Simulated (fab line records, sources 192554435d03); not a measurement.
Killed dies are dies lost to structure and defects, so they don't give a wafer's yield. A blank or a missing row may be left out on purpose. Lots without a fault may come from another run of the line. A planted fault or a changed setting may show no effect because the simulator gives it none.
Problem report in the 8D (eight disciplines) form, filled by code | flow n5_finfet | the parts of the form that need people (team, actions taken, sign-off) are left out

1. THE PROBLEM
spin_speed_rpm at N5_BEOL_M14_COAT_65 reads a mean of 1381.5 rpm on 6 wafers of 2 lots; wafers without a fault read 1500.2 rpm with a standard deviation of 1.2. That is -99 standard deviations from the usual mean.
The step: time 60 s, resist thk 450 nm.
First seen on wafer L252.2, day 15 16:39, on litho_track-03. The record holds 33 wafers of 11 lots with a number at this step. Rule for "out", or "out of limits": more than 4 standard deviations from the usual mean. The other wafers with a number count as sound.

2. WHAT IT IS AND WHAT IT IS NOT
question                    | is                     | is not
which readings at this step | spin_speed_rpm         | exhaust_pa
which lots                  | L252, L254             | L234, L236, L237, L238, L240, L246, L249, L250, L256
which wafers of those lots  | all that have a number | -
read on which tools         | litho_track-03         | litho_track-01, litho_track-05
when                        | from day 15 16:39      | up to then (24 sound wafers); but 3 sound wafers of L256 came after

3. SUSPECTS, AND WHAT RULES EACH OUT
Counting: a tool at a process step up to the reading stays a suspect if it ran every lot that is out and no sound lot after the first of them.
- litho_track-03 at N5_BEOL_M14_COAT_65 (time 60 s, resist thk 450 nm): kept. It ran every lot that is out, first L252 (day 15 16:39), and no sound lot after that; its last sound lot up to then is L250 (day 15 04:47). Its own readings are out on those wafers: spin_speed_rpm.
Left after counting: litho_track-03 at N5_BEOL_M14_COAT_65.

4. THE CAUSE (what the simulator had put in)
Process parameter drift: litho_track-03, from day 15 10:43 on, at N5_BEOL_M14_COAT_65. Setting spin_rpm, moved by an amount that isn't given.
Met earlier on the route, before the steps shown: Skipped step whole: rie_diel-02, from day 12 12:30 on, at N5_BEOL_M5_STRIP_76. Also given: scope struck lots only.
Counting left only this tool.

5. THE CHAIN OF EFFECTS, in route order
Each row: a reading whose mean over the struck wafers that have a number lies more than 3 standard deviations from the usual. Only readings for which the record gives a usual standard deviation are gone through. hours: the time from each lot's start at the first step in this table that gives one to its start at this step, as a median over the lots. sigmas: the change in usual standard deviations.
hours | step                | reading        | usual      | on struck wafers | change | sigmas
0     | N5_BEOL_M14_COAT_65 | spin_speed_rpm | 1500.2 rpm | 1381.5           | -118.7 | -99
The process steps in it:
- N5_BEOL_M14_COAT_65: time 60 s, resist thk 450 nm.
Later measuring or inspecting steps at which every struck wafer that the step has a row for has a number for every such reading, and none has moved that far: N5_BEOL_M14_CD_MEAS_28.

6. WHAT WOULD HAVE CAUGHT IT SOONER
In this record the first reading out of limits was taken at day 15 16:39, 6 hours after the fault began at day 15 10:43.
